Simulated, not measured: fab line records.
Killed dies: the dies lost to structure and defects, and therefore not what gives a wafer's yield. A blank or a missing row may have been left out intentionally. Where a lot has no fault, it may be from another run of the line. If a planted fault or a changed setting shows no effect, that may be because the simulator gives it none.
Matching of chambers | flow n5-finfet | ald-sin-02 running N5_FIN_SAQP_ALD_61: 4 sister chambers
The step deposits SiO2, target thk 4 nm, pulse time 1 s, purge time 2 s. 4 wafers are shown with their chamber, then 8 later ones without.

EACH WAFER AND ITS CHAMBER
wafer  | chamber | heater-power-w (W)
L080.6 | 1       | 452
L085.1 | 0       | 480
L093.5 | 2       | 505
L094.1 | 3       | 436

WAFERS WHOSE CHAMBER IS MISSING
wafer  | heater-power-w (W)
L094.2 | 507
L094.4 | 487
L095.1 | 493
L095.4 | 460
L095.5 | 437
L097.1 | 496
L097.2 | 433
L097.6 | 446

WHICH CHAMBER EACH ONE RAN IN
wafer  | from the rows above     | in truth
L094.2 | 2                       | 2
L094.4 | can't be placed: 0 or 2 | 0
L095.1 | can't be placed: 2 or 0 | 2
L095.4 | can't be placed: 1 or 0 | 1
L095.5 | 3                       | 3
L097.1 | can't be placed: 2 or 0 | 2
L097.2 | 3                       | 3
L097.6 | can't be placed: 1 or 3 | 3
3 of 8 placed correctly. From these rows, 5 cannot be placed; in 5 the true chamber is one of the candidates. Placed wrongly: 0.
How it was worked out, from the rows above alone: a wafer's distance from a chamber is the root of the sum, over the readings, of the square of ((its reading less the chamber's mean) divided by the reading's scatter). If the next closest chamber is less than 2 further off than the closest, the wafer can't be placed; otherwise it belongs to the closest. Each chamber's mean is taken over the wafers shown for it. The scatter (one wafer shown for each chamber): square how far every hidden wafer sits from the nearest shown wafer, average those squares and take the square root.
